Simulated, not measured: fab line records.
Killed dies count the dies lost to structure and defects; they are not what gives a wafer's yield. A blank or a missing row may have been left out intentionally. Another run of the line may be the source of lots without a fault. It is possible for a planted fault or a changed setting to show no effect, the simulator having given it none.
fab line records	flow n5-finfet
[record] lots = 11	wafers = 30	last-day = 18
route steps=1938 shown BEOL_M9@1459 BEOL_M10@1474 PASSIVATION@1936
lots untouched by any fault: they come from a run of this same line in which no faults occurred
start-h: start of the lot's first displayed wafer, in hours after the record's first day	wait-h: how many hours have passed since the lot's step before this one	" same as the row above	L1.1+2: a row that stands for several wafers	- value missing, or start not given	* or withheld: withheld	< > ~ a bound
route shown NAME@n: a module of which the file shows steps, and the number in the route of the first	usual: average and standard deviation across the fault-free wafers	same: alike in all rows	chamber/n: place in a boat	sites: per-site readings	_std_site: the values' standard deviation	_edge_site: the outer-site mean with the inner-site mean subtracted	radius-mm: how far each site lies from the wafer's centre	mask NAME#n: copy n	behind: the most recent tool/chamber to have shaped the wafer	hold: reason for holding the lot/hours on hold/outcome of the hold	device: the transistor (n, p or np) that didn't switch	end of line: the tests these same wafers got at the end of their route	a step without rows: its recipe alone	killed: count of dies lost to structure and defects at first sort (not the wafer's yield)	map: dies across one wafer; x = killed, . = not, _ = none there
set.NAME: the setting that was run; set.NAME@STEP: the one run at that earlier step	model.NAME: the simulator's own value behind a step, which no gauge read
route steps across a sampled set of lots; one table per step, one row per wafer
services: from which hour (start-h, from the record's first day; less than 0 if before it) a tool's chamber was out of use, for how many hours, and why
[[steps]]
[step N5_BEOL_M9_SURFACE_TREAT_79]
[recipe] gas = Ar	time-s = *	ion-energy-ev = *	ion-current-ma-cm2 = 0.5	pressure-mtorr = *	ar-flow-sccm = 30
[usual] ar-flow-sccm = 29.99/0.088	throttle-valve-pct = *
lot.wafer	tool	chamber	start-h	wait-h	ar-flow-sccm	throttle-valve-pct
L648.3	pvd-sputter-01	-	220.90	0.2	29.95	*
L648.4	"	-	"	"	30.09	*
L648.5	"	-	"	"	29.88	*
L650.2	pvd-sputter-02	-	234.34	0.3	30.06	*
L650.4	"	-	"	"	29.97	*
L650.5	"	-	"	"	29.96	*
L649.3	pvd-sputter-03	-	238.97	0.2	30.04	*
L649.4	"	-	"	"	29.85	*
L649.6	"	-	"	"	29.94	*
L652.1	pvd-sputter-01	-	239.56	0.2	29.92	*
L652.2	"	-	"	"	30.08	*
L652.4	"	-	"	"	29.94	*
L651.5	pvd-sputter-01	-	247.79	0.2	29.94	*
L651.6	"	-	"	"	29.97	*
L653.1	pvd-sputter-01	-	268.76	0.3	29.95	*
L653.5	"	-	"	"	30.12	*
L657.1	pvd-sputter-03	-	289.18	0.2	29.86	*
L657.2	"	-	"	"	29.99	*
L658.1	pvd-sputter-01	-	292.92	0.5	29.92	*
L658.4	"	-	"	"	30.05	*
L658.5	"	-	"	"	29.92	*
L663.4	pvd-sputter-02	-	300.78	0.3	30.03	*
L663.5	"	-	"	"	29.91	*
L663.6	"	-	"	"	29.80	*
L668.1	pvd-sputter-01	-	369.23	0.2	29.99	*
L668.4	"	-	"	"	30.13	*
L668.5	"	-	"	"	29.95	*
L669.1	pvd-sputter-02	-	384.17	0.2	29.86	*
L669.3	"	-	"	"	29.82	*
L669.5	"	-	"	"	29.95	*
[step N5_BEOL_M9_DEP_56]
[recipe] material = SiCN	target-thk-a = 150	temp-c = withheld	precursor = 3MS/NH3	pressure-torr = 3	rf-w = 202	time-s = 26.5
[usual] showerhead-plenum-p-Torr = 3.658/0.01	throttle-valve-pct = 9.1/0.71
lot.wafer	tool	chamber	start-h	wait-h	showerhead-plenum-p-Torr	throttle-valve-pct
L648.3	pecvd-01	2	222.28	0.0	3.661	8.5
L648.4	"	0	"	"	3.644	10.5
L648.5	"	2	"	"	3.665	8.6
L650.2	pecvd-01	0	235.58	0.0	3.646	10.3
L650.4	"	1	"	"	3.665	10.1
L650.5	"	2	"	"	3.648	8.6
L649.3	pecvd-01	0	240.38	0.0	3.643	10.4
L649.4	"	2	"	"	3.663	8.3
L649.6	"	1	"	"	3.657	10.1
L652.1	pecvd-01	2	240.67	0.0	3.650	8.5
L652.2	"	1	"	"	3.669	10.0
L652.4	"	0	"	"	3.651	10.4
L651.5	pecvd-02	2	249.20	0.0	3.667	8.1
L651.6	"	0	"	"	3.656	8.9
L653.1	pecvd-01	0	270.37	0.0	3.651	10.6
L653.5	"	2	"	"	3.657	8.6
L657.1	pecvd-04	0	290.40	0.0	3.664	8.6
L657.2	"	2	"	"	3.656	8.7
L658.1	pecvd-04	1	294.04	0.0	3.650	9.0
L658.4	"	2	"	"	3.644	9.1
L658.5	"	1	"	"	3.661	8.9
L663.4	pecvd-01	0	302.07	0.0	3.651	10.5
L663.5	"	1	"	"	3.662	10.1
L663.6	"	2	"	"	3.658	8.5
L668.1	pecvd-02	1	370.34	0.0	3.656	9.2
L668.4	"	0	"	"	3.651	9.2
L668.5	"	2	"	"	3.679	8.4
L669.1	pecvd-04	2	385.56	0.0	3.650	9.0
L669.3	"	0	"	"	3.663	8.2
L669.5	"	0	"	"	3.661	8.4
[step N5_BEOL_M10_HM_DEP_02]
[recipe] material = TiN	target-thk-a = 200	temp-c = 25	chamber-pressure-pa = 0.49996
[usual] chamber-pressure-pa = 0.4998/0.0011	throttle-valve-pct = 30.1/0.76
lot.wafer	tool	chamber	start-h	wait-h	chamber-pressure-pa	throttle-valve-pct
L648.3	pvd-sputter-01	-	225.36	2.3	0.5010	30.0
L648.4	"	-	"	"	0.4986	30.4
L648.5	"	-	"	"	0.5002	30.2
L650.2	pvd-sputter-02	-	237.22	0.8	0.5013	30.0
L650.4	"	-	"	"	0.4992	30.0
L650.5	"	-	"	"	0.4998	30.8
L649.3	pvd-sputter-03	-	242.67	1.5	0.4992	29.2
L649.4	"	-	"	"	0.5001	30.7
L649.6	"	-	"	"	0.4987	28.6
L652.1	pvd-sputter-01	-	242.70	1.3	0.4985	30.5
L652.2	"	-	"	"	0.4992	31.0
L652.4	"	-	"	"	0.5008	30.4
L651.5	pvd-sputter-03	-	250.71	0.7	0.5004	29.5
L651.6	"	-	"	"	0.5004	29.1
L653.1	pvd-sputter-01	-	274.13	3.0	0.5010	30.0
L653.5	"	-	"	"	0.4998	30.9
L657.1	pvd-sputter-01	-	292.46	0.8	0.4985	30.7
L657.2	"	-	"	"	0.4994	30.9
L658.1	pvd-sputter-01	-	294.94	0.1	0.4996	30.8
L658.4	"	-	"	"	0.5010	30.2
L658.5	"	-	"	"	0.5000	30.5
L663.4	pvd-sputter-01	-	305.45	2.6	0.4993	30.3
L663.5	"	-	"	"	0.4994	30.4
L663.6	"	-	"	"	0.4964	30.9
L668.1	pvd-sputter-01	-	373.37	2.2	0.5008	29.8
L668.4	"	-	"	"	0.5007	30.3
L668.5	"	-	"	"	0.5000	30.6
L669.1	pvd-sputter-01	-	387.97	1.6	0.5014	30.4
L669.3	"	-	"	"	0.4977	30.3
L669.5	"	-	"	"	0.5006	30.1
[step N5_BEOL_M10_EXPOSE_08]
[recipe] mask-id = M10	na = 1.35	source-shape = dipole	sigma-inner = 0.411	sigma-outer = 0.611	polarization = te	dose-mj = 53.75
[usual] exposure-dose-mJ-cm2 = 53.70/0.066
lot.wafer	tool	chamber	start-h	wait-h	mask	exposure-dose-mJ-cm2
L648.3	arfi-scanner-03	0	225.62	-	M10#0	53.82
L648.4	"	0	"	"	M10#0	53.79
L648.5	"	0	"	"	M10#0	53.88
L650.2	arfi-scanner-01	0	237.59	-	M10#0	53.74
L650.4	"	0	"	"	M10#0	53.74
L650.5	"	0	"	"	M10#0	53.64
L649.3	arfi-scanner-02	0	243.05	-	M10#0	53.66
L649.4	"	0	"	"	M10#0	53.57
L649.6	"	0	"	"	M10#0	53.67
L652.1	arfi-scanner-01	0	243.20	-	M10#0	53.65
L652.2	"	0	"	"	M10#0	53.64
L652.4	"	0	"	"	M10#0	53.73
L651.5	arfi-scanner-03	0	251.07	-	M10#0	53.69
L651.6	"	0	"	"	M10#0	53.67
L653.1	arfi-scanner-02	0	274.50	-	M10#0	53.65
L653.5	"	0	"	"	M10#0	53.71
L657.1	arfi-scanner-02	0	292.70	-	M10#0	53.61
L657.2	"	0	"	"	M10#0	53.75
L658.1	arfi-scanner-02	0	295.18	-	M10#0	49.81
L658.4	"	0	"	"	M10#0	49.80
L658.5	"	0	"	"	M10#0	49.78
L663.4	arfi-scanner-02	0	305.84	-	M10#0	50.58
L663.5	"	0	"	"	M10#0	50.59
L663.6	"	0	"	"	M10#0	50.54
L668.1	arfi-scanner-01	0	373.74	-	M10#0	53.70
L668.4	"	0	"	"	M10#0	53.69
L668.5	"	0	"	"	M10#0	53.63
L669.1	arfi-scanner-03	0	388.33	-	M10#0	53.81
L669.3	"	0	"	"	M10#0	53.75
L669.5	"	0	"	"	M10#0	53.78
[step N5_BEOL_M10_CD_MEAS_11]
[recipe] target-cd-nm = 64.1	landing-energy-ev = 500	detector = se-inlens	polarity = opening
[usual] cd-nm = 63.9/0.8
lot.wafer	tool	chamber	start-h	wait-h	cd-nm
L648.3	cd-sem-02	0	225.74	-	63.2
L648.4	"	0	"	"	63.8
L648.5	"	0	"	"	62.5
L650.2	cd-sem-01	0	237.71	-	64.7
L650.4	"	0	"	"	65.2
L650.5	"	0	"	"	64.3
L649.3	cd-sem-01	0	243.16	-	64.8
L649.4	"	0	"	"	64.9
L649.6	"	0	"	"	65.0
L652.1	cd-sem-01	0	243.32	-	63.6
L652.2	"	0	"	"	64.0
L652.4	"	0	"	"	62.8
L651.5	cd-sem-03	0	251.18	-	63.8
L651.6	"	0	"	"	62.4
L653.1	cd-sem-03	0	274.63	-	63.5
L653.5	"	0	"	"	63.5
L657.1	cd-sem-02	0	292.83	-	64.7
L657.2	"	0	"	"	64.4
L658.1	cd-sem-03	0	295.31	-	59.9
L658.4	"	0	"	"	59.5
L658.5	"	0	"	"	59.9
L663.4	cd-sem-03	0	305.95	-	61.3
L663.5	"	0	"	"	62.0
L663.6	"	0	"	"	61.1
L668.1	cd-sem-03	0	373.87	-	64.1
L668.4	"	0	"	"	63.9
L668.5	"	0	"	"	65.0
L669.1	cd-sem-01	0	388.46	-	63.0
L669.3	"	0	"	"	64.2
L669.5	"	0	"	"	63.4
[step N5_BEOL_M10_CD_MEAS_18]
[recipe] pitch-nm = 140	target-cd-nm = 70
[usual] cd-nm = 69.9/0.94
lot.wafer	tool	chamber	start-h	wait-h	cd-nm
L648.3	cd-sem-03	-	226.74	0.1	69.4
L648.4	"	-	"	"	70.2
L648.5	"	-	"	"	68.6
L650.2	cd-sem-03	-	238.46	0.1	71.4
L650.4	"	-	"	"	72.3
L650.5	"	-	"	"	71.4
L649.3	cd-sem-03	-	243.71	0.1	71.5
L649.4	"	-	"	"	71.0
L649.6	"	-	"	"	70.9
L652.1	cd-sem-01	-	243.91	0.0	70.2
L652.2	"	-	"	"	70.5
L652.4	"	-	"	"	69.0
L651.5	cd-sem-03	-	251.75	0.0	69.9
L651.6	"	-	"	"	67.8
L653.1	cd-sem-01	-	275.50	0.0	69.6
L653.5	"	-	"	"	69.4
L657.1	cd-sem-03	-	293.40	0.0	70.5
L657.2	"	-	"	"	70.7
L658.1	cd-sem-03	-	295.85	0.0	66.2
L658.4	"	-	"	"	65.8
L658.5	"	-	"	"	65.7
L663.4	cd-sem-02	-	306.54	0.1	67.4
L663.5	"	-	"	"	67.8
L663.6	"	-	"	"	67.5
L668.1	cd-sem-03	-	374.41	0.0	69.5
L668.4	"	-	"	"	69.7
L668.5	"	-	"	"	70.8
L669.1	cd-sem-02	-	389.31	0.0	69.1
L669.3	"	-	"	"	70.7
L669.5	"	-	"	"	69.9
[step N5_BEOL_M10_CD_MEAS_35]
[recipe] target-cd-nm = 70	polarity = opening
[usual] cd-nm = 69.9/0.96
lot.wafer	tool	chamber	start-h	wait-h	cd-nm
L648.3	cd-sem-02	-	229.76	0.0	69.2
L648.4	"	-	"	"	70.3
L648.5	"	-	"	"	68.8
L650.2	cd-sem-03	-	239.98	0.0	71.2
L650.4	"	-	"	"	71.9
L650.5	"	-	"	"	71.1
L652.1	cd-sem-03	-	246.48	0.0	70.5
L652.2	"	-	"	"	70.6
L652.4	"	-	"	"	69.3
L649.3	cd-sem-01	-	246.82	0.0	71.7
L649.4	"	-	"	"	71.7
L649.6	"	-	"	"	70.3
L651.5	cd-sem-03	-	256.21	0.0	69.4
L651.6	"	-	"	"	68.3
L653.1	cd-sem-03	-	276.61	0.0	69.2
L653.5	"	-	"	"	69.4
L657.1	cd-sem-02	-	294.56	0.0	70.9
L657.2	"	-	"	"	70.2
L658.1	cd-sem-01	-	297.50	0.0	66.3
L658.4	"	-	"	"	65.2
L658.5	"	-	"	"	65.5
L663.4	cd-sem-01	-	308.51	0.0	67.3
L663.5	"	-	"	"	67.6
L663.6	"	-	"	"	67.0
L668.1	cd-sem-03	-	375.80	0.0	69.1
L668.4	"	-	"	"	69.6
L668.5	"	-	"	"	70.5
L669.1	cd-sem-01	-	392.20	0.0	69.3
L669.3	"	-	"	"	70.5
L669.5	"	-	"	"	69.9
[step N5_PASSIVATION_PROBE_49]
[usual] defect-limited-yield = 91.0/1.4	killed_at_M0_to_M3 = 36/9.6	killed_at_M4_up = 14/6.1	killed-at-contacts = 13/6.6	killed-at-front-end = 40/11	killed-at-other = 3.2/2.9	killed-dies = 106/17	killed-on-rim = 14/3.9	killed-open = 71/12	killed-short = 33/7.3	sort_bin_4_leakage = 0.02/0.11	sort_bin_5_function = 5.3/1	sort_bin_6_memory = 3.4/0.68	sort-n-pass = 1073/19	sort-yield-pct = 91.0/1.6
[same] gross-dies = 1180	killed-at-back-side = 0	sort_bin_8_speed[%] = 0
lot.wafer	tool	chamber	start-h	wait-h	defect-limited-yield[%]	killed_at_M0_to_M3	killed_at_M4_up	killed-at-contacts	killed-at-front-end	killed-at-other	killed-dies	killed-on-rim	killed-open	killed-short	sort_bin_4_leakage[%]	sort_bin_5_function[%]	sort_bin_6_memory[%]	sort-n-pass	sort-yield-pct[%]
L658.1	prober-02	-	348.04	0.0	92.4	30	12	24	23	1	90	9	68	22	0	4.4	2.9	1090	92.4
L658.4	prober-02	-	348.19	0.2	90.4	32	11	25	41	4	113	14	72	41	0	5.2	4.2	1067	90.4
L658.5	prober-02	-	348.24	0.2	91.5	20	18	24	36	2	100	13	68	30	0	5.0	3.1	1080	91.5
L663.4	prober-01	-	371.56	0.2	91.3	39	6	7	50	1	103	18	75	28	0	5.5	3.1	1077	91.3
L663.5	prober-01	-	371.61	0.2	89.6	56	12	7	47	1	123	20	91	31	0	5.4	4.8	1057	89.6
L663.6	prober-01	-	371.66	0.3	91.0	29	12	9	54	2	106	10	73	33	0	4.8	3.6	1074	91.0
// killed by level:class
L658.1 MOL_CONTACT_COAG:geometric-particle:open=16 MOL_CONTACT_COAG:geometric-particle:short=8 BEOL_M0_SAQP:geometric-particle:open=8 STI_FIN_REVEAL:geometric-particle:open=7 BEOL_M3:geometric-particle:open=7 BEOL_M2:geometric-particle:open=6 BEOL_M0_SAQP:geometric-particle:short=4 BEOL_M4:geometric-particle:open=4
L658.4 MOL_CONTACT_COAG:geometric-particle:open=23 FIN_SAQP:geometric-particle:short=11 BEOL_M0_SAQP:geometric-particle:open=7 FIN_SAQP:geometric-particle:open=6 BEOL_M3:geometric-particle:open=6 DUMMY_GATE:geometric-particle:open=5 BEOL_M0_SAQP:geometric-particle:short=5 BEOL_M0:geometric-particle:open=5
L658.5 MOL_CONTACT_COAG:geometric-particle:open=20 FIN_SAQP:geometric-particle:short=8 BEOL_M4:geometric-particle:open=5 BEOL_M2:geometric-particle:open=5 DUMMY_GATE:geometric-particle:open=4 BEOL_M0:geometric-particle:open=4 MOL_CONTACT_COAG:geometric-particle:short=4 STARTING-WAFER:geometric-particle:short=4
L663.4 FIN_SAQP:geometric-particle:open=17 STI_FIN_REVEAL:geometric-particle:open=11 BEOL_M0_SAQP:geometric-particle:open=10 BEOL_M2:geometric-particle:open=10 FIN_SAQP:geometric-particle:short=7 BEOL_M3:geometric-particle:open=7 DUMMY_GATE:geometric-particle:open=6 MOL_CONTACT_COAG:geometric-particle:open=6
L663.5 STI_FIN_REVEAL:geometric-particle:open=16 BEOL_M3:geometric-particle:open=14 BEOL_M0_SAQP:geometric-particle:open=13 BEOL_M4:geometric-particle:open=11 FIN_SAQP:geometric-particle:open=10 BEOL_M0_SAQP:geometric-particle:short=9 BEOL_M2:geometric-particle:open=7 FIN_SAQP:geometric-particle:short=6
L663.6 FIN_SAQP:geometric-particle:open=16 STI_FIN_REVEAL:geometric-particle:open=12 MOL_CONTACT_COAG:geometric-particle:open=8 FIN_SAQP:geometric-particle:short=7 BEOL_M0_SAQP:geometric-particle:short=7 BEOL_M0_SAQP:geometric-particle:open=6 BEOL_M4:geometric-particle:open=5 STI_FIN_REVEAL:geometric-particle:short=4
[[services]]
tool	chamber	start-h	hours	kind
pecvd-04	-	197.69	1.0	repair
arfi-scanner-01	-	199.36	1.1	repair
arfi-scanner-02	-	203.41	1.3	pm
arfi-scanner-03	-	218.21	0.8	pm
arfi-scanner-01	-	221.00	1.3	pm
arfi-scanner-03	-	227.27	3.9	pm
arfi-scanner-03	-	233.87	1.0	pm
arfi-scanner-02	-	248.90	0.8	pm
pecvd-04	-	253.36	2.4	repair
arfi-scanner-02	-	260.47	2.5	repair
arfi-scanner-01	-	261.07	1.0	pm
arfi-scanner-03	-	274.80	1.3	pm
arfi-scanner-01	-	292.60	3.1	pm
arfi-scanner-02	-	302.17	1.0	pm
pvd-sputter-01	-	302.54	1.3	repair
arfi-scanner-01	-	314.49	0.8	pm
arfi-scanner-03	-	322.70	4.9	pm
arfi-scanner-01	-	323.08	1.1	repair
arfi-scanner-02	-	328.73	1.8	repair
arfi-scanner-02	-	330.57	1.3	pm
pvd-sputter-01	-	331.05	9.3	repair
arfi-scanner-01	-	346.50	1.3	pm
arfi-scanner-01	-	365.18	1.0	pm
pvd-sputter-03	-	386.79	2.2	repair
[[key]]
[first-sign] step = N5_BEOL_M10_EXPOSE_08	reading = exposure-dose-mJ-cm2	direction = down	sigmas = 53	usual = 53.70	struck = 50.18
[effect] step = N5_BEOL_M10_CD_MEAS_11	reading = cd-nm	direction = down	sigmas = 4	usual = 63.9	struck = 60.6	through = control-loop
[effect] step = N5_BEOL_M10_CD_MEAS_18	reading = cd-nm	direction = down	sigmas = 3.4	usual = 69.9	struck = 66.8	through = control-loop
[effect] step = N5_BEOL_M10_CD_MEAS_35	reading = cd-nm	direction = down	sigmas = 3.6	usual = 69.9	struck = 66.5	through = control-loop
met-at N5_BEOL_M10_EXPOSE_08
struck-lots L658,L663
[loop-trim] step = N5_BEOL_M10_EXPOSE_08	setting = dose	lots = L663
not-acting-at N5_BEOL_M9_SURFACE_TREAT_79,N5_BEOL_M9_DEP_56,N5_BEOL_M10_HM_DEP_02
onset-between 292.70 295.18
[fault] kind = process-parameter-drift	tool = arfi-scanner-02	chamber = -	onset-h = 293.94	steps = N5_BEOL_M10_EXPOSE_08	channel = dose-mj	offset = -3.8903	shape = step	acts-in = these-recipes-only	stated = 53.75
// loop-trim: a control loop set the setting to another value than it would have without faults
